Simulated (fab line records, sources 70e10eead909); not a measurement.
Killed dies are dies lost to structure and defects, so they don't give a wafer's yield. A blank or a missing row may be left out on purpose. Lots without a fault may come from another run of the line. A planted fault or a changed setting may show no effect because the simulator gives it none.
Which tool did it? | flow nand_harc | 24 lots, 72 wafers sampled, at 4 steps of a route of 1159

WHAT THE GAUGES READ, wafer by wafer
NHARC_A_M0_INSPECT_11. Usual: raw_defect_count 30, standard deviation 15.
lot  | measured     | on                | raw_defect_count | flag
L074 | day 17 21:24 | defect_inspect-02 | 20 17 24         |
L077 | day 18 07:53 | defect_inspect-02 | 7 5 7            |
L075 | day 18 08:06 | defect_inspect-02 | 32 41 36         |
L078 | day 18 11:18 | defect_inspect-02 | 42 34 44         |
L076 | day 18 12:31 | defect_inspect-02 | 26 19 10         |
L079 | day 19 09:53 | defect_inspect-02 | 23 22 30         |
L080 | day 19 10:49 | defect_inspect-01 | 35 26 31         |
L081 | day 19 14:23 | defect_inspect-02 | 7 8 9            |
L082 | day 19 15:52 | defect_inspect-01 | 23 21 21         |
L083 | day 19 16:15 | defect_inspect-02 | 36 25 28         |
L084 | day 19 18:58 | defect_inspect-01 | 30 26 29         |
L085 | day 20 09:51 | defect_inspect-02 | 14 15 22         |
L087 | day 20 10:59 | defect_inspect-02 | 25 27 30         |
L086 | day 20 14:17 | defect_inspect-02 | 37 33 27         |
L090 | day 21 06:58 | defect_inspect-02 | 15 9 16          |
L088 | day 21 17:02 | defect_inspect-02 | 62 60 58         |
L093 | day 21 17:50 | defect_inspect-02 | 13 15 21         |
L089 | day 21 23:52 | defect_inspect-02 | 32 40 38         |
L091 | day 22 04:11 | defect_inspect-02 | 44 45 54         |
L092 | day 22 06:08 | defect_inspect-02 | 71 61 35         |
L094 | day 22 14:01 | defect_inspect-02 | 25 41 24         |
L096 | day 22 14:42 | defect_inspect-02 | 33 50 41         |
L097 | day 22 16:52 | defect_inspect-02 | 45 44 49         |
L095 | day 23 04:38 | defect_inspect-02 | 18 16 14         |

NHARC_A_M0_THK_MEAS_24: measures by xrf. Usual: thk_nm 114.0 nm, standard deviation 1.6.
lot  | measured     | on            | thk_nm (nm)       | flag
L074 | day 17 23:49 | film_metro-01 | 115.4 115.7 114.7 |
L077 | day 18 10:17 | film_metro-01 | 112.0 113.7 113.1 |
L075 | day 18 10:30 | film_metro-01 | 114.2 114.1 115.4 |
L078 | day 18 13:58 | film_metro-02 | 115.0 112.5 114.2 |
L076 | day 18 14:54 | film_metro-01 | 115.1 113.0 113.8 |
L079 | day 19 12:19 | film_metro-01 | 115.7 114.1 111.4 |
L080 | day 19 13:14 | film_metro-01 | 110.4 115.5 113.8 |
L081 | day 19 16:49 | film_metro-02 | 112.4 112.3 113.6 |
L082 | day 19 18:48 | film_metro-01 | 112.4 115.7 114.3 |
L083 | day 19 19:03 | film_metro-02 | 111.1 114.6 112.9 |
L084 | day 19 22:04 | film_metro-01 | 116.4 114.6 115.2 |
L085 | day 20 12:16 | film_metro-01 | 116.6 114.6 114.4 |
L087 | day 20 13:27 | film_metro-02 | 111.6 114.3 112.6 |
L086 | day 20 16:43 | film_metro-02 | 113.9 112.7 114.5 |
L090 | day 21 09:21 | film_metro-01 | 115.8 117.4 114.6 |
L088 | day 21 19:34 | film_metro-02 | 114.1 113.1 114.4 |
L093 | day 21 20:12 | film_metro-01 | 113.2 112.6 114.0 |
L089 | day 22 02:14 | film_metro-01 | 115.4 114.9 113.3 |
L091 | day 22 06:34 | film_metro-02 | 115.1 113.9 110.9 |
L092 | day 22 08:31 | film_metro-02 | 110.7 115.9 113.2 |
L094 | day 22 16:29 | film_metro-02 | 116.7 115.5 116.8 |
L096 | day 22 17:06 | film_metro-01 | 113.7 116.1 116.4 |
L097 | day 22 19:17 | film_metro-02 | 113.3 114.1 112.3 |
L095 | day 23 07:23 | film_metro-02 | 114.2 114.3 115.9 |

WHICH TOOL RAN EACH LOT (tool, then ch and the chambers of the sampled wafers, then the start)
lot  | NHARC_A_M0_DEGAS_28          | NHARC_A_M0_PRE_CLEAN_29
L074 | pvd_sputter-01, day 17 22:25 | pvd_sputter-01, day 17 23:49 or earlier
L077 | pvd_sputter-03, day 18 08:52 | pvd_sputter-03, day 18 10:17 or earlier
L075 | pvd_sputter-01, day 18 09:07 | pvd_sputter-01, day 18 10:30 or earlier
L078 | pvd_sputter-02, day 18 12:17 | pvd_sputter-02, day 18 13:58 or earlier
L076 | pvd_sputter-01, day 18 13:29 | pvd_sputter-01, day 18 14:54 or earlier
L079 | pvd_sputter-02, day 19 10:53 | pvd_sputter-02, day 19 12:19 or earlier
L080 | pvd_sputter-03, day 19 11:51 | pvd_sputter-03, day 19 13:14 or earlier
L081 | pvd_sputter-03, day 19 15:25 | pvd_sputter-03, day 19 16:49 or earlier
L082 | pvd_sputter-02, day 19 16:56 | pvd_sputter-02, day 19 18:48 or earlier
L083 | pvd_sputter-01, day 19 17:14 | pvd_sputter-01, day 19 19:03 or earlier
L084 | pvd_sputter-01, day 19 19:56 | pvd_sputter-01, day 19 22:04 or earlier
L085 | pvd_sputter-02, day 20 10:53 | pvd_sputter-02, day 20 12:16 or earlier
L087 | pvd_sputter-02, day 20 12:01 | pvd_sputter-02, day 20 13:27 or earlier
L086 | pvd_sputter-02, day 20 15:18 | pvd_sputter-02, day 20 16:43 or earlier
L090 | pvd_sputter-03, day 21 07:58 | pvd_sputter-03, day 21 09:21 or earlier
L088 | pvd_sputter-01, day 21 18:02 | pvd_sputter-01, day 21 19:34 or earlier
L093 | pvd_sputter-01, day 21 18:49 | pvd_sputter-01, day 21 20:12 or earlier
L089 | pvd_sputter-02, day 22 00:50 | pvd_sputter-02, day 22 02:14 or earlier
L091 | pvd_sputter-02, day 22 05:10 | pvd_sputter-02, day 22 06:34 or earlier
L092 | pvd_sputter-02, day 22 07:07 | pvd_sputter-02, day 22 08:31 or earlier
L094 | pvd_sputter-02, day 22 15:00 | pvd_sputter-02, day 22 16:29 or earlier
L096 | pvd_sputter-03, day 22 15:43 | pvd_sputter-03, day 22 17:06 or earlier
L097 | pvd_sputter-03, day 22 17:51 | pvd_sputter-03, day 22 19:17 or earlier
L095 | pvd_sputter-03, day 23 05:41 | pvd_sputter-03, day 23 07:23 or earlier
- NHARC_A_M0_DEGAS_28: time 60 s.
- NHARC_A_M0_PRE_CLEAN_29: time 30 s.

WHAT THE TOOLS THEMSELVES READ (means of the sampled wafers that have a number; where no wafer has one, the mark that the record gives instead)
NHARC_A_M0_DEGAS_28. Usual: heater_power_w 341 W, standard deviation 31.
lot  | tool           | heater_power_w (W) | flag
L074 | pvd_sputter-01 | 325                |
L077 | pvd_sputter-03 | 332                |
L075 | pvd_sputter-01 | 315                |
L078 | pvd_sputter-02 | 361                |
L076 | pvd_sputter-01 | 376                |
L079 | pvd_sputter-02 | 365                |
L080 | pvd_sputter-03 | 325                |
L081 | pvd_sputter-03 | 329                |
L082 | pvd_sputter-02 | 357                |
L083 | pvd_sputter-01 | 357                |
L084 | pvd_sputter-01 | 329                |
L085 | pvd_sputter-02 | 347                |
L087 | pvd_sputter-02 | 375                |
L086 | pvd_sputter-02 | 348                |
L090 | pvd_sputter-03 | 334                |
L088 | pvd_sputter-01 | 345                |
L093 | pvd_sputter-01 | 347                |
L089 | pvd_sputter-02 | 359                |
L091 | pvd_sputter-02 | 320                |
L092 | pvd_sputter-02 | 358                |
L094 | pvd_sputter-02 | 333                |
L096 | pvd_sputter-03 | 332                |
L097 | pvd_sputter-03 | 348                |
L095 | pvd_sputter-03 | 343                |

NHARC_A_M0_PRE_CLEAN_29. Usual: heater_power_w 420 W, standard deviation 38.
lot  | tool           | heater_power_w (W) | flag
L074 | pvd_sputter-01 | 415                |
L077 | pvd_sputter-03 | 409                |
L075 | pvd_sputter-01 | 446                |
L078 | pvd_sputter-02 | 406                |
L076 | pvd_sputter-01 | 453                |
L079 | pvd_sputter-02 | 466                |
L080 | pvd_sputter-03 | 429                |
L081 | pvd_sputter-03 | 403                |
L082 | pvd_sputter-02 | 397                |
L083 | pvd_sputter-01 | 420                |
L084 | pvd_sputter-01 | 389                |
L085 | pvd_sputter-02 | 435                |
L087 | pvd_sputter-02 | 455                |
L086 | pvd_sputter-02 | 449                |
L090 | pvd_sputter-03 | 425                |
L088 | pvd_sputter-01 | 421                |
L093 | pvd_sputter-01 | 418                |
L089 | pvd_sputter-02 | 424                |
L091 | pvd_sputter-02 | 406                |
L092 | pvd_sputter-02 | 424                |
L094 | pvd_sputter-02 | 464                |
L096 | pvd_sputter-03 | 410                |
L097 | pvd_sputter-03 | 422                |
L095 | pvd_sputter-03 | 412                |

THE ANSWER, worked out from the rows above alone
Rule: a lot is off if the mean of its wafers that have a number lies more than 3 standard deviations from the usual mean. A lot without any number at a reading at which 4 lots or more have one is off too. The other lots that the step has rows for count as sound. The gauges are gone through in route order, then the tools' own readings, and for those a lot's mean is taken as printed above. The first step at which some lot is off is used, and at that step the reading that is off furthest; a lot without a number counts as furthest.
No lot is off at any reading shown: from this, nothing can be told.

WHAT THE SIMULATOR HAD PUT IN
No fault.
